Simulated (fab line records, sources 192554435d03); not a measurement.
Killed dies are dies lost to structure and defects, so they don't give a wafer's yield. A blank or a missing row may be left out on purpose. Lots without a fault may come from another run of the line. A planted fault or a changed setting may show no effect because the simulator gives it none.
fab line records | flow n5_finfet
record lots=7 wafers=21
route steps=1938 shown BEOL_M4@1027 BEOL_M5@1120 BEOL_M6@1197 BEOL_M7@1293
start_h: hours from the record's first day to the start of the lot's first wafer shown | wait_h: hours since the lot's step before | " the same as in the row above | L1.1+2: a row that stands for several wafers | - no value, or no start given | * or withheld: withheld | < > ~ a bound
route shown NAME@n: a module of which the file shows steps, and the number in the route of the first | usual: mean/standard deviation of fault-free wafers | same: alike in all rows | chamber/n: place in a boat | sites: the reading at each site | _std_site: their standard deviation | _edge_site: outer sites' mean less inner sites' | radius_mm: how far each site lies from the wafer's centre | mask NAME#n: copy n | behind: the tool/chamber that last shaped the wafer | hold: why the lot was held/for how many hours/how that ended | device: the transistor (n, p or np) that didn't switch | end of line: the same wafers' tests at the end of the route | a step without rows: its recipe alone | killed: dies lost to structure and defects at the first sort, not the wafer's yield | map: a wafer's dies, x killed, . not, _ none there
set.NAME: the setting as run; set.NAME@STEP: as run at that earlier step | model.NAME: the simulator's own value behind a step, which no gauge read
lots whose settings were changed on purpose; a table a step, a row a wafer
## steps
# step N5_BEOL_M4_COAT_73
# recipe resist=underlayer temp_c=205 time_s=60 spin_rpm=1500 resist_thk_nm=5
# columns lot.wafer tool chamber start_h wait_h set.temp_c
L074.2 litho_track-04 0 - - 209.3
L074.4+6 " 0 " " 205
L077.1+4+6 litho_track-05 0 - - 205
L078.1 litho_track-04 0 - - 205
L078.2+4 " 0 " " 213.2
L082.1+2 litho_track-05 0 - - 205
L082.3 " 0 " " 212.6
L083.2+6 litho_track-05 0 - - 205
L083.5 " 0 " " 208.9
L087.1+4 litho_track-05 0 - - 214.2
L087.2 " 0 " " 205
L093.1+3+5 litho_track-05 0 - - 205
# step N5_BEOL_M4_COAT_05
# recipe resist=CAR-EUV spin_rpm=1500 resist_thk_nm=30
# step N5_BEOL_M4_EBR_07
# recipe solvent=PGMEA ebr_width_mm=1.5
# step N5_BEOL_M4_DESCUM_16
# recipe chemistry=O2 time_s=7 source_power_w=50 bias_power_w=20 pressure_mtorr=20 rf_frequency_hz=2.712e+07 temp_c=40 resist=CAR-EUV o2_flow_sccm=225
# step N5_BEOL_M4_ETCH_74
# recipe chemistry=N2/H2 target=underlayer target_depth_a=65 mask_material=CAR-EUV time_s=5.2 ion_energy_ev=200 pressure_mtorr=30 source_w=840 bias_w=150 n2_flow_sccm=200 h2_flow_sccm=200 ends=cleared
# step N5_BEOL_M4_ETCH_63
# recipe chemistry=CF4 target=SiARC target_depth_a=156 mask_material=CAR-EUV time_s=26 ion_energy_ev=80 pressure_mtorr=40 source_w=545 bias_w=36 Ar_flow_sccm=100 cf4_flow_sccm=100 ends=cleared
# columns lot.wafer tool chamber start_h wait_h set.spin_rpm@BEOL_M4_COAT_62 model.etch.depth_nm model.CAR-EUV_of_BEOL_M4_COAT_05.thk_nm
L074.2 rie_diel-06 1 161.17 0.0 1558 11.81 11.4
L074.4 " 3 " " 1500 12.04 11
L074.6 " 2 " " 1558 11.79 11.4
L077.1 rie_diel-02 2 163.48 0.0 1370 12.59 10.6
L077.4 " 0 " " 1500 12.07 11
L077.6 " 1 " " 1370 12.6 10.6
L078.1 rie_diel-06 1 195.33 0.0 1500 11.97 11.2
L078.2 " 0 " " 1442 12.24 11
L078.4 " 3 " " 1442 12.22 11
L082.1 rie_diel-06 1 198.47 0.0 1500 12 11.2
L082.2 " 3 " " 1500 12.03 11.2
L082.3 " 0 " " 1500 12.02 11.2
L083.2 rie_diel-02 0 204.05 0.0 1500 12.04 11.2
L083.5 " 1 " " 1576 11.75 11.4
L083.6 " 2 " " 1500 12.03 11
L087.1 rie_diel-02 1 238.00 0.0 1500 12.07 11.2
L087.2 " 0 " " 1595 11.67 11.4
L087.4 " 3 " " 1500 12.01 11.2
L093.1 rie_diel-02 2 272.46 0.0 1500 12.09 11.2
L093.3 " 1 " " 1500 12.03 11.2
L093.5 " 1 " " 1500 12.04 11.2
# step N5_BEOL_M5_COAT_05
# recipe resist=CAR-EUV spin_rpm=1500 resist_thk_nm=30
# columns lot.wafer tool chamber start_h wait_h set.spin_rpm model.CAR-EUV_of_BEOL_M5_COAT_05.thk_nm
L074.2 litho_track-02 0 - - 1611 29
L074.4+6 " 0 " " 1500 30
L077.1+6 litho_track-02 0 - - 1500 30
L077.4 " 0 " " 1500 29.8
L078.1 litho_track-02 0 - - 1426 30.6
L078.2+4 " 0 " " 1500 29.8
L082.1+3 litho_track-01 0 - - 1500 30
L082.2 " 0 " " 1562 29.4
L083.2 litho_track-03 0 - - 1500 30
L083.5+6 " 0 " " 1442 30.6
L087.1 litho_track-01 0 - - 1500 29.8
L087.2 " 0 " " 1422 30.8
L087.4 " 0 " " 1500 30
L093.1+3+5 litho_track-03 0 - - 1500 30
# step N5_BEOL_M5_EBR_07
# recipe solvent=PGMEA ebr_width_mm=1.5
# step N5_BEOL_M5_SOFTBAKE_06
# recipe temp_c=110 time_s=60 resist=CAR-EUV
# step N5_BEOL_M5_EXPOSE_08
# recipe mask_id=M5 na=0.33 source_shape=annular sigma_inner=0.4 sigma_outer=0.8 polarization=unpolarized target_cd_nm=28 dose_mj=35.75
# step N5_BEOL_M5_PEB_09
# recipe peb_temp_c=100 peb_time_s=60 resist=CAR-EUV
# step N5_BEOL_M5_DEVELOP_10
# recipe develop_time_s=30 developer=TMAH resist=CAR-EUV rinse_liquid=surfactant_rinse dry=air_spin dev_temp_c=23
# columns lot.wafer tool chamber start_h wait_h set.spin_rpm@BEOL_M5_COAT_05 model.CAR-EUV_of_BEOL_M5_COAT_05.thk_nm
L074.2 litho_track-01 0 - - 1611 28.6
L074.4+6 " 0 " " 1500 29.6
L077.1+6 litho_track-02 0 - - 1500 29.6
L077.4 " 0 " " 1500 29.4
L078.1 litho_track-02 0 - - 1426 30
L078.2+4 " 0 " " 1500 29.4
L082.1+3 litho_track-03 0 - - 1500 29.6
L082.2 " 0 " " 1562 29
L083.2 litho_track-01 0 - - 1500 29.6
L083.5+6 " 0 " " 1442 30.2
L087.1+4 litho_track-03 0 - - 1500 29.4
L087.2 " 0 " " 1422 30.2
L093.1+3+5 litho_track-01 0 - - 1500 29.6
# step N5_BEOL_M6_PECVD_70
# recipe material=SiO2 target_thk_a=200 temp_c=400 precursor=TEOS/O2 pressure_torr=5.5 rf_w=450 teos_flow_sccm=53.8 gas=O2 flow_sccm=3000 time_s=22.7
# columns lot.wafer tool chamber start_h wait_h set.temp_c model.SiO2_of_BEOL_M6_PECVD_70.thk_nm
L074.2 pecvd-04 2 181.20 0.0 400 19.8
L074.4+6 " 1,0 " " 400 20.2
L077.1 pecvd-03 2 186.61 0.0 394.7 20.2
L077.4 " 0 " " 400 20
L077.6 " 2 " " 394.7 20.6
L078.1 pecvd-02 1 218.18 0.0 400 19.6
L078.2 " 0 " " 400 19.8
L078.4 " 0 " " 400 20.2
L082.1 pecvd-04 0 221.76 0.0 400 19.8
L082.2 " 2 " " 395.3 20.6
L082.3 " 1 " " 395.3 20.8
L083.2 pecvd-02 0 225.67 0.0 400 19.4
L083.5 " 0 " " 400 19.6
L083.6 " 1 " " 400 19.8
L087.1 pecvd-02 2 260.58 0.0 400 19.6
L087.2 " 0 " " 400 19.8
L087.4 " 1 " " 415 18
L093.1+3 pecvd-04 1,2 294.02 0.0 400 19.6
L093.5 " 2 " " 400 19.8
# step N5_BEOL_M6_HM_DEP_02
# recipe material=TiN target_thk_a=200 temp_c=25 chamber_pressure_pa=0.49996
# columns lot.wafer tool chamber start_h wait_h set.target_thk_a model.TiN_of_BEOL_M6_HM_DEP_02.thk_nm
L074.2+4 pvd_sputter-01 - 184.61 3.4 200 20.2
L074.6 " - " " 186.3 18.6
L077.1 pvd_sputter-01 - 188.21 1.6 226.7 22.6
L077.4 " - " " 200 20
L077.6 " - " " 226.7 23
L078.1 pvd_sputter-02 - 218.63 0.4 200 19.8
L078.2 " - " " 200 20
L078.4 " - " " 176.5 17.4
L082.1 pvd_sputter-01 - 223.88 2.1 200 20.6
L082.2 " - " " 221.6 22.4
L082.3 " - " " 200 20.2
L083.2 pvd_sputter-02 - 226.03 0.3 200 20.2
L083.5+6 " - " " 200 20
L087.1 pvd_sputter-01 - 262.51 1.9 200 20.4
L087.2+4 " - " " 200 20.2
L093.1+5 pvd_sputter-03 - 296.41 2.4 200 20
L093.3 " - " " 200 19.8
# step N5_BEOL_M6_COAT_59
# recipe resist=SOC temp_c=250 time_s=60 spin_rpm=1500 resist_thk_nm=100
# step N5_BEOL_M6_COAT_60
# recipe resist=SiARC temp_c=220 time_s=60 spin_rpm=1500 resist_thk_nm=35
# step N5_BEOL_M6_STRIP_68
# recipe chemistry=N2/H2 temp_c=40 n2_flow_sccm=200 h2_flow_sccm=200 rf_frequency_hz=6e+07
# step N5_BEOL_M6_STRIP_67
# recipe chemistry=CF4 resist=SiARC power_w=300 bias_power_w=75 pressure_mtorr=50 cf4_flow_sccm=150 rf_frequency_hz=6e+07
# step N5_BEOL_M6_HM_OPEN_17
# recipe chemistry=Cl2/BCl3 target_depth_a=200 overetch_a=60 target=TiN mask_material=SOC ion_energy_ev=150 pressure_mtorr=10 icp_w=1000 bias_w=126 Cl2_flow_sccm=53.25 bcl3_flow_sccm=21.75 Ar_flow_sccm=25
# columns lot.wafer tool chamber start_h wait_h set.target_thk_a@BEOL_M6_HM_DEP_02 model.etch.depth_nm
L074.2 rie_metal-03 1 185.44 0.1 200 20.19
L074.4 " 0 " " 200 20.21
L074.6 " 1 " " 186.3 18.63
L077.1 rie_metal-03 1 189.38 0.1 226.7 22.7
L077.4 " 1 " " 200 19.98
L077.6 " 1 " " 226.7 22.91
L078.1 rie_metal-02 0 219.49 0.0 200 19.84
L078.2 " 1 " " 200 19.91
L078.4 " 1 " " 176.5 17.45
L082.1 rie_metal-01 0 224.98 0.0 200 20.54
L082.2 " 1 " " 221.6 22.49
L082.3 " 1 " " 200 20.24
L083.2 rie_metal-02 1 226.89 0.0 200 20.12
L083.5+6 " 0,1 " " 200 20.02
L087.1 rie_metal-03 1 263.38 0.0 200 20.35
L087.2 " 0 " " 200 20.2
L087.4 " 0 " " 200 20.16
L093.1 rie_metal-02 0 297.16 0.0 200 19.94
L093.3 " 1 " " 200 19.8
L093.5 " 1 " " 200 19.91
# step N5_BEOL_M6_TRENCH_ETCH_37
# recipe chemistry=C4F6/O2 target_depth_a=944.35 target=SiCOH_lowk time_s=31.5 ion_energy_ev=250 pressure_mtorr=30 source_w=345 bias_w=185 Ar_flow_sccm=300 C4F6_flow_sccm=10 O2_flow_sccm=10
# usual rf_vpp_V=668/5.7
# columns lot.wafer tool chamber start_h wait_h set.bias_w set.target_thk_a@BEOL_M6_HM_DEP_02 rf_vpp_V model.TiN_of_BEOL_M6_HM_DEP_02.thk_nm
L074.2 rie_diel-02 2 - - 159.4 200 594 17.6
L074.4 " 0 " " 185 200 662 17.4
L074.6 " 2 " " 159.4 186.3 594 16.2
L077.1 rie_diel-06 0 - - 185 226.7 666 20
L077.4 " 2 " " 185 200 671 17.2
L077.6 " 2 " " 185 226.7 672 20.2
L078.1 rie_diel-02 0 - - 185 200 660 17
L078.2 " 2 " " 185 200 670 17.2
L078.4 " 1 " " 185 176.5 668 14.8
L082.1 rie_diel-06 1 - - 166.8 200 619 18
L082.2 " 3 " " 185 221.6 675 19.8
L082.3 " 0 " " 166.8 200 614 17.8
L083.2 rie_diel-02 1 - - 185 200 668 17.4
L083.5 " 2 " " 161.9 200 602 17.6
L083.6 " 3 " " 185 200 659 17.4
L087.1 rie_diel-04 1 - - 185 200 664 17.6
L087.2 " 0 " " 185 200 661 17.4
L087.4 " 2 " " 214.7 200 759 17.2
L093.1 rie_diel-04 1 - - 185 200 663 17.2
L093.3 " 0 " " 185 200 662 17
L093.5 " 0 " " 185 200 663 17.2
# step N5_BEOL_M6_ETCH_41
# recipe chemistry=CH3F/O2 target=SiCN target_depth_a=297 taper_deg=2 time_s=52 ion_energy_ev=120 mask_material=TiN pressure_mtorr=30 source_w=395 bias_w=75 Ar_flow_sccm=150 CH3F_flow_sccm=30 O2_flow_sccm=20
# step N5_BEOL_M6_STRIP_80
# recipe chemistry=N2/H2 time_s=10 power_w=450 temp_c=40 pressure_mtorr=20 rf_frequency_hz=6e+07 bias_power_w=7 n2_flow_sccm=200 h2_flow_sccm=200
# step N5_BEOL_M6_HM_STRIP_39
# recipe chemistry=peroxide_tin_strip material=TiN target_depth_a=250 temp_c=50 time_s=158
# columns lot.wafer tool chamber start_h wait_h set.temp_c@BEOL_M6_PECVD_70 model.SiO2_of_BEOL_M6_PECVD_70.thk_nm
L074.2 wet_bench-02 2 187.49 0.0 400 19.8
L074.4 " 1 " " 400 20.2
L074.6 " 4 " " 400 20
L077.1 wet_bench-03 0 191.05 0.0 394.7 20.2
L077.4 " 1 " " 400 19.8
L077.6 " 6 " " 394.7 20.6
L078.1 wet_bench-03 2 220.69 0.0 400 19.4
L078.2 " 3 " " 400 19.6
L078.4 " 4 " " 400 20
L082.1 wet_bench-03 0 226.25 0.0 400 19.6
L082.2 " 6 " " 395.3 20.4
L082.3 " 7 " " 395.3 20.6
L083.2 wet_bench-03 5 230.09 0.0 400 19.4
L083.5+6 " 2,7 " " 400 19.6
L087.1 wet_bench-03 1 264.77 0.0 400 19.4
L087.2 " 7 " " 400 19.6
L087.4 " 6 " " 415 17.8
L093.1+5 wet_bench-02 4,0 298.23 0.0 400 19.6
L093.3 " 2 " " 400 19.4
# step N5_BEOL_M7_EXPOSE_25
# recipe mask_id=V6 na=0.33 source_shape=annular sigma_inner=0.4 sigma_outer=0.8 polarization=unpolarized target_cd_nm=40 dose_mj=42.5
# columns lot.wafer tool chamber start_h wait_h mask set.dose_mj
L074.2 euv_scanner-01 0 194.14 - V6#0 40.67
L074.4+6 " 0 " " V6#0 42.5
L077.1 euv_scanner-02 0 196.99 - V6#0 45.6
L077.4+6 " 0 " " V6#0 42.5
L078.1+2+4 euv_scanner-02 0 229.25 - V6#0 42.5
L082.1 euv_scanner-02 0 235.61 - V6#0 41.44
L082.2+3 " 0 " " V6#0 42.5
L083.2 euv_scanner-02 0 237.33 - V6#0 43.37
L083.5+6 " 0 " " V6#0 42.5
L087.1 euv_scanner-01 0 271.66 - V6#0 39.97
L087.2+4 " 0 " " V6#0 42.5
L093.1+3+5 euv_scanner-01 0 307.33 - V6#0 42.5
# step N5_BEOL_M7_PEB_26
# recipe peb_temp_c=100 peb_time_s=60 resist=CAR-EUV
# step N5_BEOL_M7_DEVELOP_27
# recipe develop_time_s=30 developer=TMAH resist=CAR-EUV rinse_liquid=surfactant_rinse dry=air_spin dev_temp_c=23
# step N5_BEOL_M7_CD_MEAS_28
# recipe target_cd_nm=40 landing_energy_ev=500 detector=se_inlens
# usual cd_nm=39.94/0.25
# columns lot.wafer tool chamber start_h wait_h set.dose_mj@BEOL_M7_EXPOSE_25 cd_nm
L074.2 cd_sem-01 0 194.27 - 40.67 39.49
L074.4 " 0 " " 42.5 40.01
L074.6 " 0 " " 42.5 40.20
L077.1 cd_sem-02 0 197.12 - 45.6 41.10
L077.4 " 0 " " 42.5 39.83
L077.6 " 0 " " 42.5 39.71
L078.1 cd_sem-01 0 229.38 - 42.5 40.18
L078.2 " 0 " " 42.5 39.88
L078.4 " 0 " " 42.5 39.77
L082.1 cd_sem-01 0 235.75 - 41.44 39.41
L082.2 " 0 " " 42.5 40.21
L082.3 " 0 " " 42.5 39.73
L083.2 cd_sem-01 0 237.45 - 43.37 40.49
L083.5 " 0 " " 42.5 39.93
L083.6 " 0 " " 42.5 39.65
L087.1 cd_sem-01 0 271.79 - 39.97 39.41
L087.2 " 0 " " 42.5 40.34
L087.4 " 0 " " 42.5 40.33
L093.1 cd_sem-02 0 307.46 - 42.5 39.82
L093.3 " 0 " " 42.5 39.54
L093.5 " 0 " " 42.5 40.15
# step N5_BEOL_M7_DESCUM_33
# recipe chemistry=O2 time_s=7 source_power_w=50 bias_power_w=20 pressure_mtorr=20 rf_frequency_hz=2.712e+07 temp_c=40 resist=CAR-EUV o2_flow_sccm=225
# columns lot.wafer tool chamber start_h wait_h set.dose_mj@BEOL_M7_EXPOSE_25 model.BEOL_M7.cd_nm
L074.2 rie_diel-01 1 194.39 0.0 40.67 39
L074.4+6 " 2,0 " " 42.5 40
L077.1 rie_diel-03 0 197.24 0.0 45.6 41.6
L077.4+6 " 1 " " 42.5 40
L078.1+2 rie_diel-03 1,0 229.63 0.2 42.5 39.8
L078.4 " 3 " " 42.5 39.6
L082.1 rie_diel-03 0 235.95 0.1 41.44 39.6
L082.2+3 " 1,2 " " 42.5 40
L083.2 rie_diel-05 1 237.77 0.2 43.37 40.4
L083.5+6 " 0,1 " " 42.5 39.8
L087.1 rie_diel-01 3 272.15 0.3 39.97 38.8
L087.2 " 1 " " 42.5 40.2
L087.4 " 0 " " 42.5 40.4
L093.1+3+5 rie_diel-03 1,0,1 307.59 0.0 42.5 39.8
# step N5_BEOL_M7_ETCH_72
# recipe chemistry=N2/H2 target=underlayer target_depth_a=65 mask_material=CAR-EUV time_s=5.2 ion_energy_ev=200 pressure_mtorr=30 source_w=840 bias_w=150 n2_flow_sccm=200 h2_flow_sccm=200 ends=cleared
# step N5_BEOL_M7_ETCH_65
# recipe chemistry=CF4 target=SiARC target_depth_a=156 mask_material=CAR-EUV time_s=26 ion_energy_ev=80 pressure_mtorr=40 source_w=545 bias_w=36 Ar_flow_sccm=100 cf4_flow_sccm=100 ends=cleared
# step N5_BEOL_M7_ETCH_66
# recipe chemistry=N2/H2 target=SOC target_depth_a=800 overetch_a=160 mask_material=SiARC temp_c=40 time_s=120 ion_energy_ev=200 pressure_mtorr=30 source_w=840 bias_w=150 n2_flow_sccm=200 h2_flow_sccm=200
# columns lot.wafer tool chamber start_h wait_h set.dose_mj@BEOL_M7_EXPOSE_25 model.BEOL_M7.cd_nm
L074.2 rie_diel-01 1 194.47 0.0 40.67 39.2
L074.4+6 " 2,0 " " 42.5 40.2
L077.1 rie_diel-03 0 197.32 0.0 45.6 41.4
L077.4+6 " 1 " " 42.5 39.8
L078.1 rie_diel-03 1 229.71 0.0 42.5 40.2
L078.2+4 " 0,3 " " 42.5 40
L082.1 rie_diel-03 0 236.03 0.0 41.44 39.4
L082.2+3 " 1,2 " " 42.5 40
L083.2 rie_diel-05 1 237.85 0.0 43.37 40.2
L083.5+6 " 0,1 " " 42.5 40
L087.1 rie_diel-01 3 272.23 0.0 39.97 39
L087.2 " 1 " " 42.5 40.2
L087.4 " 0 " " 42.5 40.4
L093.1+3+5 rie_diel-03 1,0,1 307.67 0.0 42.5 39.8
# step N5_BEOL_M7_VIA_ETCH_34
# recipe chemistry=C4F6/O2 target=SiCOH_lowk target_depth_a=1255 mask_material=SOC taper_deg=4 time_s=50.5 ion_energy_ev=250 pressure_mtorr=30 source_w=345 bias_w=185 Ar_flow_sccm=300 C4F6_flow_sccm=10 O2_flow_sccm=10
# usual rf_vpp_V=664/5.7
# columns lot.wafer tool chamber start_h wait_h set.bias_w rf_vpp_V
L074.2 rie_diel-01 1 194.57 0.0 185 667
L074.4 " 2 " " 185 663
L074.6 " 0 " " 185 667
L077.1 rie_diel-03 0 197.42 0.0 185 670
L077.4 " 1 " " 185 669
L077.6 " 1 " " 185 670
L078.1 rie_diel-03 1 229.81 0.0 185 672
L078.2 " 0 " " 197.4 707
L078.4 " 3 " " 185 663
L082.1 rie_diel-03 0 236.13 0.0 185 672
L082.2 " 1 " " 185 672
L082.3 " 2 " " 216.6 749
L083.2 rie_diel-05 1 237.95 0.0 156.2 587
L083.5 " 0 " " 185 656
L083.6 " 1 " " 156.2 587
L087.1 rie_diel-01 3 272.33 0.0 158.3 584
L087.2 " 1 " " 185 668
L087.4 " 0 " " 158.3 590
L093.1 rie_diel-03 1 307.77 0.0 185 670
L093.3 " 0 " " 185 671
L093.5 " 1 " " 185 670
## key
split step=N5_BEOL_M4_COAT_73 setting=temp_c stated=205 by=wafer
response none clear
split step=N5_BEOL_M5_COAT_05 setting=spin_rpm stated=1500 by=wafer
response step=N5_BEOL_M5_COAT_05 reading=model.CAR-EUV_of_BEOL_M5_COAT_05.thk_nm change=-0.151 per=1% r=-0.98
response step=N5_BEOL_M5_DEVELOP_10 reading=model.CAR-EUV_of_BEOL_M5_COAT_05.thk_nm change=-0.14 per=1% r=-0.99
split step=N5_BEOL_M6_PECVD_70 setting=temp_c stated=400 by=wafer
response step=N5_BEOL_M6_PECVD_70 reading=model.SiO2_of_BEOL_M6_PECVD_70.thk_nm change=-0.463 per=1% r=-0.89
response step=N5_BEOL_M6_HM_STRIP_39 reading=model.SiO2_of_BEOL_M6_PECVD_70.thk_nm change=-0.478 per=1% r=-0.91
split step=N5_BEOL_M6_HM_DEP_02 setting=target_thk_a stated=200 by=wafer
response step=N5_BEOL_M6_HM_DEP_02 reading=model.TiN_of_BEOL_M6_HM_DEP_02.thk_nm change=+0.207 per=1% r=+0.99
response step=N5_BEOL_M6_HM_OPEN_17 reading=model.etch.depth_nm change=+0.207 per=1% r=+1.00
response step=N5_BEOL_M6_TRENCH_ETCH_37 reading=model.TiN_of_BEOL_M6_HM_DEP_02.thk_nm change=+0.198 per=1% r=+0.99
split step=N5_BEOL_M6_TRENCH_ETCH_37 setting=bias_w stated=185 by=wafer
response step=N5_BEOL_M6_TRENCH_ETCH_37 reading=rf_vpp_V change=+5.46 per=1% r=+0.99
split step=N5_BEOL_M7_EXPOSE_25 setting=dose_mj stated=42.5 by=wafer
response step=N5_BEOL_M7_CD_MEAS_28 reading=cd_nm change=+0.176 per=1% r=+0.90
response step=N5_BEOL_M7_DESCUM_33 reading=model.BEOL_M7.cd_nm change=+0.231 per=1% r=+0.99
response step=N5_BEOL_M7_ETCH_66 reading=model.BEOL_M7.cd_nm change=+0.218 per=1% r=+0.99
split step=N5_BEOL_M7_VIA_ETCH_34 setting=bias_w stated=185 by=wafer
response step=N5_BEOL_M7_VIA_ETCH_34 reading=rf_vpp_V change=+4.87 per=1% r=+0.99
split outside_this_file step=N5_BEOL_M4_COAT_62 setting=spin_rpm
# split outside_this_file: this setting was split too, and the file shows its column; the key of that split is in another file
